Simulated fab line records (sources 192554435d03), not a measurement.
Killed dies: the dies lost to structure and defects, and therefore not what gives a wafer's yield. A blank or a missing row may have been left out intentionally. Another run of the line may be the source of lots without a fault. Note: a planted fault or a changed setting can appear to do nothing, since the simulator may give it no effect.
A struck lot beside a sound one / flow n5-finfet / 16 out of 1938 route steps
Sound: the wafers L149.3, L149.5, L149.6. Struck: wafer L158.2. (L158.3, L158.6 of the same lot were not struck and are left out.) The cause comes at the end.
For every step that has rows: the tool of each side, followed by ch and its chambers, followed by its first start. Under that, the readings that differ: sound wafers / struck wafers / difference of the means / sigmas: that difference in standard deviations of wafers without a fault.
alike: readings whose means differ by less than 2 such deviations, and words and numbers that are the same on both sides. not compared: withheld readings, readings that some wafer has no value for, bounds like >300 that may hide the same value, and numbers for which the record gives no deviation and whose values overlap.
The two part at a step that has a row with sigmas, a row that says differs or no value, or rows on one side only. Non-overlapping numbers with no deviation appear without sigmas and do not part them. A reading that every wafer of one side lacks parts them only if that side has two wafers or more.

first, 7 steps without rows for these wafers: N5_BEOL_M0_SAQP_COAT_87 (time 60 s, resist thk 5 nm); N5_BEOL_M0_SAQP_COAT_34 (resist thk 30 nm); N5_BEOL_M0_SAQP_EBR_36; N5_BEOL_M0_SAQP_SOFTBAKE_35 (time 60 s); N5_BEOL_M0_SAQP_EXPOSE_37 (exposes mask M0 CUT1, target cd 30 nm); N5_BEOL_M0_SAQP_PEB_38 (peb time 60 s); N5_BEOL_M0_SAQP_DEVELOP_39 (develop time 30 s).
N5_BEOL_M0_SAQP_CD_MEAS_40: the cd target is 30 nm.
  sound on cd-sem-01 ch 0, day 8 12:35; struck on cd-sem-01 ch 0, day 10 13:27
  alike: cd-nm
N5_BEOL_M0_SAQP_OVL_MEAS_41:
  sound on overlay-01 ch 0, day 8 12:38; struck on overlay-02 ch 0, day 10 13:29
  alike: M0_CUT1_OVL
N5_BEOL_M0_SAQP_INSPECT_42: inspects for defects (brightfield).
  sound on defect-inspect-02, day 8 12:40; struck on defect-inspect-01, day 10 13:32
  alike: raw-defect-count
N5_BEOL_M0_SAQP_DESCUM_45: chemistry O2, time 7 s.
  sound on rie-diel-01 ch 0,1,2, day 8 12:43; struck on rie-diel-01 ch 0, day 10 13:35
  alike: drypump-motor-current-A, oes-product-au, rf-vpp-V, showerhead-plenum-p-Torr, throttle-valve-pct
  not compared: rf-hours-counter-h
N5_BEOL_M0_SAQP_ETCH_88: etches underlayer in N2/H2, target depth 6.5 nm, time 5.2 s.
  sound on rie-diel-01 ch 0,1,2, day 8 12:44; struck on rie-diel-01 ch 0, day 10 13:37
  alike: drypump-motor-current-A, etch-rf-on-time-s, oes-product-au, rf-vpp-V, showerhead-plenum-p-Torr, throttle-valve-pct
  not compared: rf-hours-counter-h
N5_BEOL_M0_SAQP_ETCH_73: etches SiARC in CF4, target depth 19.5 nm, time 32.5 s.
  sound on rie-diel-01 ch 0,1,2, day 8 12:46; struck on rie-diel-01 ch 0, day 10 13:38
reading=etch-rf-on-time-s (s); sound=33.0 33.4 31.9; struck=39.3; difference=+6.5; sigmas=+14
  alike: drypump-motor-current-A, oes-product-au, rf-vpp-V, showerhead-plenum-p-Torr, throttle-valve-pct
  not compared: rf-hours-counter-h
N5_BEOL_M0_SAQP_CUT_ETCH_46: etches SOC in N2/H2, target depth 135 nm, overetch 27 nm, time 202.5 s.
  sound on rie-diel-01 ch 0,1,2, day 8 12:47; struck on rie-diel-01 ch 0, day 10 13:40
  alike: drypump-motor-current-A, rf-vpp-V, showerhead-plenum-p-Torr, throttle-valve-pct
  not compared: rf-hours-counter-h
-- a jump in the record: the struck wafers' starts before and after are 3 days apart (it breaks off in module BEOL_M0_SAQP and resumes in module BEOL_M4, where the first step shown is number 1111 of the route) --
N5_BEOL_M4_RC_MEAS_101:
  sound on prober-02 ch 0, day 12 13:58; struck on prober-01 ch 0, day 13 15:07
reading=DIBL_N (mV/V); sound=36.8 36.1 37.9; struck=34.4; difference=-2.5; sigmas=-2
reading=ION_P (uA/um); sound=450 449 452; struck=464; difference=+14; sigmas=+2
reading=SS_N (mV/dec); sound=71.5 72.1 72.3; struck=70.9; difference=-1.1; sigmas=-2
reading=SS_P (mV/dec); sound=73.7 73.8 74.2; struck=72.5; difference=-1.4; sigmas=-3
  alike: DIBL_P, IOFF_N, IOFF_P, ION_N, VT_N, VT_P
N5_PASSIVATION_PROBE_49:
  sound wafers here have rows in the record (prober-02, day 16 23:24); struck ones have none

WHERE THEY PART
Last at N5_PASSIVATION_PROBE_49 as far as this record goes, first at N5_BEOL_M0_SAQP_ETCH_73.

WHY: the cause the simulator had injected
rie-diel-01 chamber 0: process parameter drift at N5_BEOL_M0_SAQP_ETCH_73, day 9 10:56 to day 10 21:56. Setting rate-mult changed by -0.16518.
